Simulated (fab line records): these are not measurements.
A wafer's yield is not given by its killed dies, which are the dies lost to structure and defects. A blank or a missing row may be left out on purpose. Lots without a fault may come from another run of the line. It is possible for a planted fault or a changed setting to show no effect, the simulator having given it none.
What tool caused it? + flow nand-harc + 36 wafers from 12 lots sampled at 5 of the route's 1302 steps

== WHAT EACH GAUGE READ, for each wafer ==
NHARC_END_SORT_01.
| lot  | measured     | on        | killed-at-array | killed-at-other | killed-at-periphery | killed-dies | killed-open | killed-short |
|------|--------------|-----------|-----------------|-----------------|---------------------|-------------|-------------|--------------|
| L819 | day 31 03:23 | prober-01 | 26 39 34        | 1 0 0           | 2 3 1               | 29 42 35    | 1 5 1       | 3 5 3        |
| L821 | day 31 21:12 | prober-01 | 55 51 58        | 3 3 2           | 2 3 0               | 60 57 60    | 3 4 1       | 3 2 1        |

== EACH LOT AND THE TOOL THAT RAN IT (in order: tool; ch and the chambers of the sampled wafers; start) ==
| lot  | NHARC_A_CONTACT_ETCH_126             | NHARC_A_CONTACT_ETCH_106           | NHARC_A_CONTACT_SOFTBAKE_03       | NHARC_A_CONTACT_ETCH_30                       |
|------|--------------------------------------|------------------------------------|-----------------------------------|-----------------------------------------------|
| L804 | har-cap-etch-01 ch 0,1, day 22 16:55 | rie-diel-04 ch 0,1,2, day 22 19:58 | litho-track-04 ch 0, day 23 00:00 | rie-diel-04 ch 0,3, no start                  |
| L806 | har-cap-etch-02 ch 0, day 23 05:58   | rie-diel-03 ch 0,1,2, day 23 08:28 | litho-track-06 ch 0, day 23 11:00 | rie-diel-04 ch 0,2,3, no start                |
| L805 | har-cap-etch-02 ch 0,1, day 23 13:08 | rie-diel-04 ch 0,1,2, day 23 15:40 | litho-track-06 ch 0, day 23 19:00 | rie-diel-04 ch 1,2,3, no start                |
| L809 | har-cap-etch-03 ch 0,1, day 24 15:08 | rie-diel-04 ch 1,2, day 24 17:41   | litho-track-04 ch 0, day 24 20:00 | rie-diel-04 ch 0,2,3, no start                |
| L810 | har-cap-etch-02 ch 0,1, day 24 22:42 | rie-diel-04 ch 0,1,3, day 25 01:12 | litho-track-01 ch 0, day 25 03:00 | rie-diel-04 ch 2,3, no start                  |
| L811 | har-cap-etch-01 ch 0,1, day 25 01:43 | rie-diel-03 ch 0,2,3, day 25 04:14 | litho-track-04 ch 0, day 25 07:00 | rie-diel-02 ch 0,1,2, no start                |
| L812 | har-cap-etch-01 ch 0,1, day 27 09:58 | rie-diel-04 ch 0,1,3, day 27 12:41 | litho-track-01 ch 0, day 27 16:00 | rie-diel-02 ch 1,2,3, no start                |
| L819 | har-cap-etch-03 ch 0,1, day 28 17:20 | rie-diel-04 ch 0,3, day 28 20:44   | litho-track-01 ch 0, day 28 23:00 | rie-diel-03 ch 1,2,3, day 31 03:23 or earlier |
| L821 | har-cap-etch-01 ch 0,1, day 29 09:29 | rie-diel-02 ch 2,3, day 29 12:02   | litho-track-06 ch 0, day 29 18:00 | rie-diel-04 ch 0,1,3, day 31 21:12 or earlier |
| L824 | har-cap-etch-03 ch 0,1, day 30 14:55 | rie-diel-02 ch 0,1,3, day 30 17:27 | litho-track-04 ch 0, day 30 20:00 | rie-diel-02 ch 0,2,3, no start                |
| L825 | har-cap-etch-01 ch 0,1, day 30 21:46 | rie-diel-04 ch 0,1,3, day 31 00:22 | litho-track-01 ch 0, day 31 04:00 | rie-diel-04 ch 1,2, no start                  |
| L826 | har-cap-etch-02 ch 0,1, day 32 03:29 | rie-diel-04 ch 1,3, day 32 06:11   | litho-track-04 ch 0, day 32 12:00 | rie-diel-04 ch 2,3, no start                  |
- NHARC_A_CONTACT_ETCH_126: etches the open film in C4F8/O2/Ar, time 197 s, target depth 1918 nm.
- NHARC_A_CONTACT_ETCH_106: etches the open film in CF4/O2, target depth 90 nm, overetch 9 nm, time 49.5 s.
- NHARC_A_CONTACT_SOFTBAKE_03: time 55 s.
- NHARC_A_CONTACT_ETCH_30: etches the open film in CF4/CHF3, target depth 72.6 nm, time 36.3 s.

== AS READ BY THE TOOLS THEMSELVES (means over the sampled wafers that have a number; for cases with no such wafer, the mark the record gives instead) ==
NHARC_A_CONTACT_ETCH_106.
| lot  | tool        | drypump-motor-current-A (A) | oes_f_703_au (a.u.) | oes_o_777_au (a.u.) | oes-product-au (a.u.) | rf-vpp-V (V) | showerhead-plenum-p-Torr (Torr) | throttle-valve-pct (%) |
|------|-------------|-----------------------------|---------------------|---------------------|-----------------------|--------------|---------------------------------|------------------------|
| L804 | rie-diel-04 | 5.8                         | 1.004               | 0.999               | 1.001                 | 197.2        | 1.31                            | 13.400                 |
| L806 | rie-diel-03 | 6.0                         | 0.996               | 1.000               | 0.986                 | 196.6        | 1.32                            | 13.400                 |
| L805 | rie-diel-04 | 5.8                         | 0.998               | 1.000               | 0.995                 | 197.4        | 1.31                            | 13.394                 |
| L809 | rie-diel-04 | 5.8                         | 1.002               | 1.003               | 0.992                 | 197.8        | 1.32                            | 13.397                 |
| L810 | rie-diel-04 | 5.6                         | 1.001               | 0.998               | 1.006                 | 197.1        | 1.30                            | 13.399                 |
| L811 | rie-diel-03 | 6.2                         | 1.001               | 1.001               | 0.992                 | 196.8        | 1.30                            | 13.389                 |
| L812 | rie-diel-04 | 5.6                         | 0.998               | 1.002               | 1.004                 | 197.4        | 1.30                            | 13.403                 |
| L819 | rie-diel-04 | 5.5                         | 0.999               | 1.001               | 1.011                 | 197.9        | 1.32                            | 13.390                 |
| L821 | rie-diel-02 | 6.1                         | 1.001               | 1.002               | 1.011                 | 196.9        | 1.29                            | 13.400                 |
| L824 | rie-diel-02 | 5.9                         | 1.002               | 0.999               | 1.003                 | 197.2        | 1.30                            | 13.397                 |
| L825 | rie-diel-04 | 5.6                         | 1.000               | 1.001               | 1.007                 | 197.3        | 1.30                            | 13.394                 |
| L826 | rie-diel-04 | 5.5                         | 1.002               | 0.999               | 0.998                 | 197.3        | 1.33                            | 13.390                 |

NHARC_A_CONTACT_SOFTBAKE_03.
| lot  | tool           | heater-power-total-W (W) |
|------|----------------|--------------------------|
| L804 | litho-track-04 | 188.44                   |
| L806 | litho-track-06 | 188.31                   |
| L805 | litho-track-06 | 188.38                   |
| L809 | litho-track-04 | 188.65                   |
| L810 | litho-track-01 | 188.38                   |
| L811 | litho-track-04 | 188.46                   |
| L812 | litho-track-01 | 222.61                   |
| L819 | litho-track-01 | 222.59                   |
| L821 | litho-track-06 | 188.44                   |
| L824 | litho-track-04 | 188.41                   |
| L825 | litho-track-01 | 188.41                   |
| L826 | litho-track-04 | 188.36                   |

NHARC_A_CONTACT_ETCH_30.
| lot  | tool        | drypump-motor-current-A (A) | oes-product-au (a.u.) | rf-vpp-V (V) | showerhead-plenum-p-Torr (Torr) | throttle-valve-pct (%) |
|------|-------------|-----------------------------|-----------------------|--------------|---------------------------------|------------------------|
| L804 | rie-diel-04 | 5.5                         | 0.933                 | 370.0        | 1.56                            | 16.803                 |
| L806 | rie-diel-04 | 5.8                         | 0.967                 | 370.3        | 1.57                            | 16.790                 |
| L805 | rie-diel-04 | 5.8                         | 0.929                 | 371.2        | 1.58                            | 16.804                 |
| L809 | rie-diel-04 | 5.8                         | 0.936                 | 370.4        | 1.56                            | 16.806                 |
| L810 | rie-diel-04 | 5.8                         | 0.940                 | 373.0        | 1.60                            | 16.803                 |
| L811 | rie-diel-02 | 5.9                         | 0.977                 | 370.0        | 1.52                            | 16.807                 |
| L812 | rie-diel-02 | 6.0                         | 0.926                 | 368.1        | 1.50                            | 16.805                 |
| L819 | rie-diel-03 | 6.2                         | 0.923                 | 372.4        | 1.62                            | 16.801                 |
| L821 | rie-diel-04 | 5.6                         | 0.932                 | 368.3        | 1.53                            | 16.803                 |
| L824 | rie-diel-02 | 5.9                         | 0.933                 | 368.4        | 1.53                            | 16.800                 |
| L825 | rie-diel-04 | 5.8                         | 0.912                 | 369.7        | 1.56                            | 16.810                 |
| L826 | rie-diel-04 | 6.0                         | 0.923                 | 371.2        | 1.60                            | 16.802                 |

== THE ANSWER, worked out from the rows above alone ==
Rule: the usual values come from the lots themselves. Put in order of their means at a reading, lots are off if they are a third of the lots or fewer, leave a main group of 4 or more, and stand apart from it by a gap of 3 or more times the standard deviation of the main group's means; of several such gaps the widest counts. Not used: any main group whose means are identical at the precision the tables above print for the reading. Also off: a lot with no number at a reading for which 4 or more lots have one. The other lots that the step has rows for count as sound. The gauges are gone through in route order, then the tools' own readings, and for those a lot's mean is taken as printed above. At the first step where some lot is off, the reading lying furthest off is the one used; lots without a number count as furthest.
Off at NHARC_A_CONTACT_SOFTBAKE_03 (heater-power-total-W): L812, L819. The main group: mean 188.42 W, standard deviation 0.086.
A tool fits if, at that step or a process step before it, it ran every lot that is off, and no sound lot after the first of them. Of those tried, none fits.

== WHAT THE SIMULATOR HAD INSERTED ==
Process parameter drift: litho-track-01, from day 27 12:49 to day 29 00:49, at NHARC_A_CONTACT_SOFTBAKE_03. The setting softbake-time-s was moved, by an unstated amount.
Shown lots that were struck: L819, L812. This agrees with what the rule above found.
